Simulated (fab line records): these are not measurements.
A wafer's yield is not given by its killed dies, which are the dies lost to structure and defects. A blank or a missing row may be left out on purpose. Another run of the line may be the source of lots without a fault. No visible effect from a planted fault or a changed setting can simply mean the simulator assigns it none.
Which tool is to blame? | flow n5-finfet | route of 1938 steps, sampled at 1 step: 11 lots, 30 wafers

== WHAT THE GAUGES READ, wafer by wafer ==
N5_BEOL_M15_INSPECT_30: inspects for defects (macro).
lot  | measured     | on                | raw-defect-count
L831 | day 12 13:20 | defect-inspect-02 | 0 1 1
L833 | day 12 20:07 | defect-inspect-02 | 3 1 0
L832 | day 12 20:17 | defect-inspect-02 | 4 2 2
L836 | day 13 05:52 | defect-inspect-02 | 3 0 3
L834 | day 13 10:43 | defect-inspect-01 | 0 1 0
L835 | day 13 13:09 | defect-inspect-01 | 0 4 1
L837 | day 14 02:14 | defect-inspect-02 | 1 4
L843 | day 15 00:01 | defect-inspect-01 | 3 3
L845 | day 16 05:39 | defect-inspect-02 | 1 6 3
L848 | day 16 16:40 | defect-inspect-01 | 0 2 2
L851 | day 18 19:20 | defect-inspect-02 | 2 4

== WHAT TOOL EACH LOT RAN ON (gives the tool, then ch and the chambers of the sampled wafers, and finally the start) ==
Record: no process step prior to these readings.

== THE ANSWER, worked out from the rows above alone ==
Rule: usual is defined by the lots themselves. The widest of any qualifying gaps counts: lots, ordered by their means at a reading, are off when they make up no more than a third of the lots, leave a main group of 4 or more, and stand apart from it by 3 or more times the standard deviation of that group's means. If all means in a main group match to the digits the tables above print for the reading, that group is not used. A lot without any number at a reading at which 4 lots or more have one is off too. The other lots that the step has rows for count as sound.
Nothing can be told from this: no lot is off at any reading shown.

== WHAT THE SIMULATOR PUT IN ==
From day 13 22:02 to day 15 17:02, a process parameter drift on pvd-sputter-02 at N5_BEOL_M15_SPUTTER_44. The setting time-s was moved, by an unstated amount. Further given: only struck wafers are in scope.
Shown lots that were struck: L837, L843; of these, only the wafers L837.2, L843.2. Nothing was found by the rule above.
